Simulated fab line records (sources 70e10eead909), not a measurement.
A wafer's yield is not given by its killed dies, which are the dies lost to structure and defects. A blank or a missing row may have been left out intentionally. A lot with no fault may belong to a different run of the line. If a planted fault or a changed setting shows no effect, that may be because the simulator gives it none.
The tool behind it: which one? -- flow nand harc -- 6 lots with 18 wafers sampled at 5 steps, on a route of 1302 steps

== WHAT EACH GAUGE READ, for each wafer ==
NHARC_END_SORT_01.
lot,measured,on,killed at array
L939,day 27 11:44,prober-02,672 675 66

== WHAT TOOL EACH LOT RAN ON (gives the tool, then ch and the chambers of the sampled wafers, and finally the start) ==
lot,NHARC_A_CONTACT_DEP_28,NHARC_THIN_TSV_CMP_01,NHARC_THIN_TSV_DEGAS_49,NHARC_THIN_TSV_DESCUM_35
L932,"acl dep-01 ch 0, day 21 09:31","cmp-02 ch 1,3, day 23 18:14","pvd sputter-01, day 23 22:34","rie diel-12 ch 0,3, day 24 01:46"
L939,"acl dep-02 ch 0, day 24 05:23","cmp-04 ch 3, day 26 19:16","pvd sputter-02, day 26 23:25","rie diel-02 ch 1, day 27 02:44"
L948,"acl dep-01 ch 0, day 27 14:05","cmp-03 ch 2,3, day 30 09:38","pvd sputter-02, day 30 13:35","rie diel-12 ch 0,3, day 30 16:47"
L947,"acl dep-02 ch 0, day 28 10:19","cmp-02 ch 1,2,3, day 31 02:07","pvd sputter-03, day 31 06:20","rie diel-12 ch 1,2, day 31 09:38"
L952,"acl dep-01 ch 0, day 29 17:48","cmp-04 ch 1,2,3, day 32 10:17","pvd sputter-03, day 32 14:13","rie diel-12 ch 0,2,3, day 32 17:23"
L954,"acl dep-03 ch 0, day 30 14:53","cmp-03 ch 1,2,3, day 33 03:41","pvd sputter-01, day 33 07:41","rie diel-04 ch 2,3, day 33 11:07"
- NHARC_A_CONTACT_DEP_28: deposits aC, target thk 7000 nm.
- NHARC_THIN_TSV_CMP_01: polishes.
- NHARC_THIN_TSV_DEGAS_49: time 120 s.
- NHARC_THIN_TSV_DESCUM_35: chemistry O2, time 3 s.

== THE ANSWER, worked out from the rows above alone ==
Rule: the lots themselves supply what counts as usual. Put in order of their means at a reading, lots are off if they are a third of the lots or fewer, leave a main group of 4 or more, and stand apart from it by a gap of 3 or more times the standard deviation of the main group's means; of several such gaps the widest counts. Not used: any main group whose means are identical at the precision the tables above print for the reading. Also off: a lot with no number at a reading for which 4 or more lots have one. All remaining lots with rows at the step are treated as sound.
Across all readings shown, no lot is off: no conclusion can be drawn from this.

== WHAT HAD BEEN PUT IN BY THE SIMULATOR ==
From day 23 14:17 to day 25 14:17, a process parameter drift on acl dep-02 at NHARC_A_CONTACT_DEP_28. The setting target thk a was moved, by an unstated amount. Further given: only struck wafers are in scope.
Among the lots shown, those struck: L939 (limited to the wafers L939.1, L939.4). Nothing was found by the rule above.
